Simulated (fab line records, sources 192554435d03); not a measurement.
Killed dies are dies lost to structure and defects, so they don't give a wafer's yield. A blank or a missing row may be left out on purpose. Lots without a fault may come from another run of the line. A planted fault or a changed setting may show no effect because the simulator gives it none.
Which tool did it? | flow n5_finfet | 24 lots, 72 wafers sampled, at 6 steps of a route of 1938

WHAT THE GAUGES READ, wafer by wafer
The record holds no reading of a measuring or inspecting step that can be judged against a usual standard deviation.

WHICH TOOL RAN EACH LOT (tool, then ch and the chambers of the sampled wafers, then the start)
lot  | N5_BEOL_M3_DESCUM_16               | N5_BEOL_M3_STRIP_36                | N5_BEOL_M3_ETCH_41                            | N5_BEOL_M3_DEGAS_44          | N5_BEOL_M3_SURFACE_TREAT_85  | N5_BEOL_M3_ANNEAL_87
L075 | rie_diel-06 ch 1,2,3, day 7 17:08  | rie_diel-02 ch 0,1, day 8 00:50    | rie_diel-02 ch 0,1, day 8 01:17 or earlier    | pvd_sputter-03, day 8 01:17  | pvd_sputter-01, day 8 01:55  | pvd_sputter-02, day 8 04:11
L074 | rie_diel-05 ch 1,2, day 7 17:55    | rie_diel-02 ch 0,1, day 8 01:18    | rie_diel-02 ch 0,1, day 8 03:27 or earlier    | pvd_sputter-03, day 8 03:27  | pvd_sputter-01, day 8 03:48  | pvd_sputter-01, day 8 04:50
L076 | rie_diel-06 ch 1,2, day 8 00:40    | rie_diel-02 ch 1,2, day 8 06:35    | rie_diel-02 ch 1,2, day 8 07:33 or earlier    | pvd_sputter-02, day 8 07:33  | pvd_sputter-01, day 8 07:54  | pvd_sputter-01, day 8 08:58
L078 | rie_diel-02 ch 0,1, day 8 01:28    | rie_diel-05 ch 1,2,3, day 8 07:09  | rie_diel-05 ch 1,2,3, day 8 07:47 or earlier  | pvd_sputter-01, day 8 07:47  | pvd_sputter-03, day 8 08:23  | pvd_sputter-03, day 8 09:26
L077 | rie_diel-02 ch 1,2, day 8 05:21    | rie_diel-05 ch 0,1, day 8 07:44    | rie_diel-05 ch 0,1, day 8 10:08 or earlier    | pvd_sputter-01, day 8 10:08  | pvd_sputter-03, day 8 10:32  | pvd_sputter-03, day 8 11:52
L079 | rie_diel-05 ch 0,3, day 8 13:14    | rie_diel-02 ch 1,2,3, day 8 16:13  | rie_diel-02 ch 1,2,3, day 8 16:58 or earlier  | pvd_sputter-02, day 8 16:58  | pvd_sputter-02, day 8 17:27  | pvd_sputter-02, day 8 18:35
L080 | rie_diel-05 ch 0,1,2, day 8 14:43  | rie_diel-06 ch 0,3, day 8 16:22    | rie_diel-06 ch 0,3, day 8 17:03 or earlier    | pvd_sputter-02, day 8 17:03  | pvd_sputter-02, day 8 17:49  | pvd_sputter-02, day 8 20:26
L081 | rie_diel-05 ch 2,3, day 8 15:01    | rie_diel-05 ch 0,2,3, day 8 20:36  | rie_diel-05 ch 0,2,3, day 8 21:01 or earlier  | pvd_sputter-03, day 8 21:01  | pvd_sputter-01, day 8 21:27  | pvd_sputter-02, day 8 22:34
L082 | rie_diel-02 ch 0,2,3, day 8 21:30  | rie_diel-02 ch 0,3, day 9 04:58    | rie_diel-02 ch 0,3, day 9 05:47 or earlier    | pvd_sputter-02, day 9 05:47  | pvd_sputter-02, day 9 06:19  | pvd_sputter-02, day 9 07:20
L083 | rie_diel-06 ch 1,2, day 9 14:18    | rie_diel-05 ch 0,1,2, day 10 20:11 | rie_diel-05 ch 0,1,2, day 10 21:05 or earlier | pvd_sputter-01, day 10 21:05 | pvd_sputter-01, day 10 21:32 | pvd_sputter-03, day 10 23:25
L084 | rie_diel-06 ch 0,1,2, day 10 15:52 | rie_diel-05 ch 0,1, day 10 23:32   | rie_diel-05 ch 0,1, day 11 00:28 or earlier   | pvd_sputter-02, day 11 00:28 | pvd_sputter-02, day 11 00:52 | pvd_sputter-02, day 11 01:53
L085 | rie_diel-02 ch 0,2,3, day 11 01:43 | rie_diel-06 ch 0,2, day 11 15:51   | rie_diel-06 ch 0,2, day 11 16:40 or earlier   | pvd_sputter-03, day 11 16:40 | pvd_sputter-01, day 11 17:58 | pvd_sputter-01, day 11 18:55
L086 | rie_diel-02 ch 0,1,2, day 11 03:40 | rie_diel-02 ch 1,2,3, day 11 20:26 | rie_diel-02 ch 1,2,3, day 11 21:41 or earlier | pvd_sputter-01, day 11 21:41 | pvd_sputter-01, day 11 22:02 | pvd_sputter-03, day 11 23:02
L088 | rie_diel-05 ch 0,1,3, day 11 10:38 | rie_diel-06 ch 2,3, day 11 21:49   | rie_diel-06 ch 2,3, day 11 22:13 or earlier   | pvd_sputter-03, day 11 22:13 | pvd_sputter-03, day 12 00:08 | pvd_sputter-03, day 12 02:52
L087 | rie_diel-05 ch 0,1,3, day 11 10:55 | rie_diel-02 ch 1,2, day 12 02:59   | rie_diel-02 ch 1,2, day 12 03:46 or earlier   | pvd_sputter-01, day 12 03:46 | pvd_sputter-01, day 12 04:06 | pvd_sputter-03, day 12 05:07
L089 | rie_diel-06 ch 0,1,3, day 11 18:38 | rie_diel-05 ch 1,2,3, day 12 06:38 | rie_diel-05 ch 1,2,3, day 12 07:02 or earlier | pvd_sputter-02, day 12 07:02 | pvd_sputter-01, day 12 07:22 | pvd_sputter-01, day 12 08:27
L090 | rie_diel-05 ch 0,1,3, day 11 20:22 | rie_diel-06 ch 1,2, day 12 06:40   | rie_diel-06 ch 1,2, day 12 07:07 or earlier   | pvd_sputter-03, day 12 07:07 | pvd_sputter-02, day 12 07:26 | pvd_sputter-03, day 12 08:47
L091 | rie_diel-02 ch 0,2,3, day 11 20:58 | rie_diel-02 ch 1,2,3, day 12 07:07 | rie_diel-02 ch 1,2,3, day 12 07:30 or earlier | pvd_sputter-03, day 12 07:30 | pvd_sputter-03, day 12 08:01 | pvd_sputter-01, day 12 10:22
L093 | rie_diel-02 ch 0,1,2, day 12 03:50 | rie_diel-05 ch 0,2, day 12 10:49   | rie_diel-05 ch 0,2, day 12 11:33 or earlier   | pvd_sputter-02, day 12 11:33 | pvd_sputter-02, day 12 11:58 | pvd_sputter-01, day 12 13:04
L092 | rie_diel-05 ch 1,2,3, day 12 07:34 | rie_diel-02 ch 0,1,3, day 12 17:21 | rie_diel-02 ch 0,1,3, day 12 18:14 or earlier | pvd_sputter-02, day 12 18:14 | pvd_sputter-03, day 12 18:45 | pvd_sputter-03, day 12 19:58
L095 | rie_diel-06 ch 0,2,3, day 12 11:18 | rie_diel-06 ch 0,3, day 12 21:23   | rie_diel-06 ch 0,3, day 12 22:16 or earlier   | pvd_sputter-03, day 12 22:16 | pvd_sputter-02, day 12 23:07 | pvd_sputter-02, day 13 00:13
L094 | rie_diel-05 ch 1,2,3, day 12 18:06 | rie_diel-02 ch 0,1,3, day 13 00:12 | rie_diel-02 ch 0,1,3, day 13 01:09 or earlier | pvd_sputter-01, day 13 01:09 | pvd_sputter-01, day 13 01:38 | pvd_sputter-01, day 13 02:38
L096 | rie_diel-06 ch 0,2,3, day 13 06:16 | rie_diel-05 ch 2,3, day 14 02:40   | rie_diel-05 ch 2,3, day 14 03:18 or earlier   | pvd_sputter-01, day 14 03:18 | pvd_sputter-03, day 14 03:41 | pvd_sputter-02, day 14 06:06
L097 | rie_diel-06 ch 0,2,3, day 13 15:36 | rie_diel-06 ch 1,2,3, day 14 13:47 | rie_diel-06 ch 1,2,3, day 14 14:13 or earlier | pvd_sputter-01, day 14 14:13 | pvd_sputter-01, day 14 14:44 | pvd_sputter-01, day 14 17:22
- N5_BEOL_M3_DESCUM_16: chemistry O2, time 7 s.
- N5_BEOL_M3_STRIP_36: strips in N2/H2.
- N5_BEOL_M3_ETCH_41: etches SiCN in CH3F/O2, target depth 29.9 nm, time 52.5 s.
- N5_BEOL_M3_DEGAS_44: time 60 s.
- N5_BEOL_M3_SURFACE_TREAT_85
- N5_BEOL_M3_ANNEAL_87: time 240 s.

WHAT THE TOOLS THEMSELVES READ (means of the sampled wafers that have a number; where no wafer has one, the mark that the record gives instead)
N5_BEOL_M3_DESCUM_16.
lot  | tool        | drypump_motor_current_A (A) | oes_product_au (a.u.) | rf_vpp_V (V) | showerhead_plenum_p_Torr (Torr) | throttle_valve_pct (%)
L075 | rie_diel-06 | 5.9                         | 0.71                  | 243.9        | 2.14                            | 20.51
L074 | rie_diel-05 | 6.0                         | 0.79                  | 244.0        | 2.14                            | 20.19
L076 | rie_diel-06 | 6.2                         | 0.70                  | 243.8        | 2.10                            | 20.48
L078 | rie_diel-02 | 5.3                         | 0.75                  | 243.8        | 2.12                            | 20.62
L077 | rie_diel-02 | 5.9                         | 0.79                  | 242.4        | 2.08                            | 20.41
L079 | rie_diel-05 | 5.2                         | 0.79                  | 243.0        | 2.04                            | 20.28
L080 | rie_diel-05 | 5.7                         | 0.80                  | 243.4        | 2.10                            | 20.17
L081 | rie_diel-05 | 5.8                         | 0.78                  | 243.5        | 2.11                            | 20.33
L082 | rie_diel-02 | 5.6                         | 0.81                  | 242.3        | 2.10                            | 20.43
L083 | rie_diel-06 | 6.2                         | 0.69                  | 242.5        | 2.10                            | 20.49
L084 | rie_diel-06 | 5.8                         | 0.73                  | 243.4        | 2.08                            | 20.54
L085 | rie_diel-02 | 5.6                         | 0.78                  | 243.4        | 2.09                            | 20.45
L086 | rie_diel-02 | 5.6                         | 0.75                  | 242.9        | 2.09                            | 20.54
L088 | rie_diel-05 | 5.3                         | 0.82                  | 242.1        | 2.08                            | 20.28
L087 | rie_diel-05 | 5.3                         | 0.82                  | 243.1        | 2.08                            | 20.28
L089 | rie_diel-06 | 5.8                         | 0.72                  | 243.2        | 2.08                            | 20.61
L090 | rie_diel-05 | 5.3                         | 0.81                  | 243.3        | 2.07                            | 20.27
L091 | rie_diel-02 | 5.6                         | 0.77                  | 243.4        | 2.09                            | 20.46
L093 | rie_diel-02 | 5.6                         | 0.75                  | 243.2        | 2.09                            | 20.55
L092 | rie_diel-05 | 5.6                         | 0.82                  | 243.7        | 2.11                            | 20.31
L095 | rie_diel-06 | 5.5                         | 0.74                  | 243.3        | 2.11                            | 20.60
L094 | rie_diel-05 | 5.6                         | 0.81                  | 242.6        | 2.11                            | 20.31
L096 | rie_diel-06 | 5.5                         | 0.73                  | 244.4        | 2.11                            | 20.61
L097 | rie_diel-06 | 5.5                         | 0.72                  | 243.2        | 2.11                            | 20.60

N5_BEOL_M3_STRIP_36.
lot  | tool        | drypump_motor_current_A (A) | oes_product_au (a.u.) | rf_vpp_V (V) | showerhead_plenum_p_Torr (Torr) | throttle_valve_pct (%)
L075 | rie_diel-02 | 5.4                         | 0.81                  | 59.6         | 2.53                            | 23.7
L074 | rie_diel-02 | 5.4                         | 0.80                  | 58.0         | 2.53                            | 23.7
L076 | rie_diel-02 | 5.8                         | 0.81                  | 58.4         | 2.51                            | 23.5
L078 | rie_diel-05 | 5.6                         | 0.74                  | 60.1         | 2.57                            | 23.6
L077 | rie_diel-05 | 5.5                         | 0.75                  | 59.8         | 2.56                            | 23.2
L079 | rie_diel-02 | 5.8                         | 0.86                  | 58.3         | 2.51                            | 23.5
L080 | rie_diel-06 | 5.5                         | 0.75                  | 58.9         | 2.57                            | 23.8
L081 | rie_diel-05 | 5.5                         | 0.79                  | 59.1         | 2.51                            | 23.4
L082 | rie_diel-02 | 5.3                         | 0.78                  | 58.6         | 2.57                            | 23.9
L083 | rie_diel-05 | 5.7                         | 0.78                  | 58.3         | 2.55                            | 23.3
L084 | rie_diel-05 | 5.3                         | 0.78                  | 57.8         | 2.50                            | 23.1
L085 | rie_diel-06 | 5.3                         | 0.76                  | 59.0         | 2.51                            | 24.0
L086 | rie_diel-02 | 5.8                         | 0.82                  | 57.8         | 2.50                            | 23.6
L088 | rie_diel-06 | 5.6                         | 0.72                  | 60.3         | 2.62                            | 23.9
L087 | rie_diel-02 | 5.9                         | 0.77                  | 60.7         | 2.51                            | 23.5
L089 | rie_diel-05 | 5.6                         | 0.82                  | 59.1         | 2.56                            | 23.6
L090 | rie_diel-06 | 5.9                         | 0.71                  | 59.8         | 2.59                            | 24.0
L091 | rie_diel-02 | 5.7                         | 0.80                  | 58.5         | 2.50                            | 23.6
L093 | rie_diel-05 | 5.9                         | 0.81                  | 59.3         | 2.54                            | 23.3
L092 | rie_diel-02 | 5.4                         | 0.79                  | 58.8         | 2.52                            | 23.8
L095 | rie_diel-06 | 5.3                         | 0.74                  | 59.6         | 2.50                            | 23.9
L094 | rie_diel-02 | 5.4                         | 0.79                  | 58.1         | 2.52                            | 23.7
L096 | rie_diel-05 | 5.5                         | 0.88                  | 58.6         | 2.51                            | 23.7
L097 | rie_diel-06 | 6.0                         | 0.79                  | 59.1         | 2.58                            | 23.8

N5_BEOL_M3_ETCH_41.
lot  | tool        | CH3F_flow_sccm (sccm) | drypump_motor_current_A (A) | oes_product_au (a.u.) | rf_vpp_V (V) | showerhead_plenum_p_Torr (Torr) | throttle_valve_pct (%)
L075 | rie_diel-02 | 29.98                 | 5.4                         | 0.80                  | 296.9        | 1.99                            | 16.42
L074 | rie_diel-02 | 29.88                 | 5.5                         | 0.80                  | 296.9        | 1.99                            | 16.42
L076 | rie_diel-02 | 30.05                 | 5.7                         | 0.81                  | 298.1        | 1.96                            | 16.27
L078 | rie_diel-05 | 30.05                 | 5.6                         | 0.75                  | 297.6        | 2.02                            | 16.31
L077 | rie_diel-05 | 30.05                 | 5.5                         | 0.76                  | 297.8        | 2.02                            | 16.20
L079 | rie_diel-02 | 29.96                 | 5.7                         | 0.86                  | 296.8        | 1.96                            | 16.17
L080 | rie_diel-06 | 30.01                 | 5.4                         | 0.75                  | 298.5        | 2.03                            | 16.50
L081 | rie_diel-05 | 30.07                 | 5.5                         | 0.78                  | 297.6        | 1.99                            | 16.25
L082 | rie_diel-02 | 30.04                 | 5.3                         | 0.78                  | 297.6        | 2.04                            | 16.49
L083 | rie_diel-05 | 30.01                 | 5.7                         | 0.79                  | 297.8        | 2.01                            | 16.14
L084 | rie_diel-05 | 29.96                 | 5.4                         | 0.78                  | 296.3        | 1.98                            | 16.17
L085 | rie_diel-06 | 29.97                 | 5.3                         | 0.77                  | 296.7        | 1.99                            | 16.54
L086 | rie_diel-02 | 30.02                 | 5.8                         | 0.82                  | 296.8        | 1.95                            | 16.22
L088 | rie_diel-06 | 29.96                 | 5.7                         | 0.72                  | 298.7        | 2.08                            | 16.47
L087 | rie_diel-02 | 29.94                 | 5.9                         | 0.76                  | 296.1        | 1.96                            | 16.32
L089 | rie_diel-05 | 30.08                 | 5.6                         | 0.83                  | 297.7        | 2.01                            | 16.21
L090 | rie_diel-06 | 29.97                 | 5.9                         | 0.71                  | 298.1        | 2.04                            | 16.44
L091 | rie_diel-02 | 30.02                 | 5.8                         | 0.81                  | 296.9        | 1.95                            | 16.22
L093 | rie_diel-05 | 30.01                 | 5.9                         | 0.82                  | 297.2        | 2.00                            | 16.05
L092 | rie_diel-02 | 29.95                 | 5.4                         | 0.79                  | 296.9        | 1.98                            | 16.37
L095 | rie_diel-06 | 30.07                 | 5.3                         | 0.74                  | 297.1        | 1.98                            | 16.59
L094 | rie_diel-02 | 30.07                 | 5.4                         | 0.79                  | 297.4        | 1.98                            | 16.38
L096 | rie_diel-05 | 29.94                 | 5.5                         | 0.89                  | 296.8        | 1.99                            | 16.23
L097 | rie_diel-06 | 30.03                 | 6.0                         | 0.78                  | 297.8        | 2.03                            | 16.32

N5_BEOL_M3_DEGAS_44.
lot  | tool           | heater_power_w (W)
L075 | pvd_sputter-03 | 323
L074 | pvd_sputter-03 | 333
L076 | pvd_sputter-02 | 355
L078 | pvd_sputter-01 | 314
L077 | pvd_sputter-01 | 330
L079 | pvd_sputter-02 | 367
L080 | pvd_sputter-02 | 348
L081 | pvd_sputter-03 | 334
L082 | pvd_sputter-02 | 346
L083 | pvd_sputter-01 | 311
L084 | pvd_sputter-02 | 334
L085 | pvd_sputter-03 | 312
L086 | pvd_sputter-01 | 303
L088 | pvd_sputter-03 | 317
L087 | pvd_sputter-01 | 324
L089 | pvd_sputter-02 | 336
L090 | pvd_sputter-03 | 337
L091 | pvd_sputter-03 | 317
L093 | pvd_sputter-02 | 326
L092 | pvd_sputter-02 | 354
L095 | pvd_sputter-03 | 324
L094 | pvd_sputter-01 | 314
L096 | pvd_sputter-01 | 293
L097 | pvd_sputter-01 | 304

N5_BEOL_M3_ANNEAL_87.
lot  | tool           | heater_power_w (W)
L075 | pvd_sputter-02 | 928
L074 | pvd_sputter-01 | 815
L076 | pvd_sputter-01 | 815
L078 | pvd_sputter-03 | 842
L077 | pvd_sputter-03 | 824
L079 | pvd_sputter-02 | 875
L080 | pvd_sputter-02 | 871
L081 | pvd_sputter-02 | 872
L082 | pvd_sputter-02 | 816
L083 | pvd_sputter-03 | 818
L084 | pvd_sputter-02 | 916
L085 | pvd_sputter-01 | 832
L086 | pvd_sputter-03 | 808
L088 | pvd_sputter-03 | 811
L087 | pvd_sputter-03 | 831
L089 | pvd_sputter-01 | 792
L090 | pvd_sputter-03 | 805
L091 | pvd_sputter-01 | 813
L093 | pvd_sputter-01 | 742
L092 | pvd_sputter-03 | 852
L095 | pvd_sputter-02 | 893
L094 | pvd_sputter-01 | 747
L096 | pvd_sputter-02 | 875
L097 | pvd_sputter-01 | 784

THE ANSWER, worked out from the rows above alone
Rule: what is usual is taken from the lots themselves. Put in order of their means at a reading, lots are off if they are a third of the lots or fewer, leave a main group of 4 or more, and stand apart from it by a gap of 3 or more times the standard deviation of the main group's means; of several such gaps the widest counts. A main group whose means are all the same, to the digits that the tables above print for the reading, isn't used. A lot without any number at a reading at which 4 lots or more have one is off too. The other lots that the step has rows for count as sound. The gauges are gone through in route order, then the tools' own readings, and for those a lot's mean is taken as printed above. The first step at which some lot is off is used, and at that step the reading that is off furthest; a lot without a number counts as furthest.
No lot is off at any reading shown: from this, nothing can be told.

WHAT THE SIMULATOR HAD PUT IN
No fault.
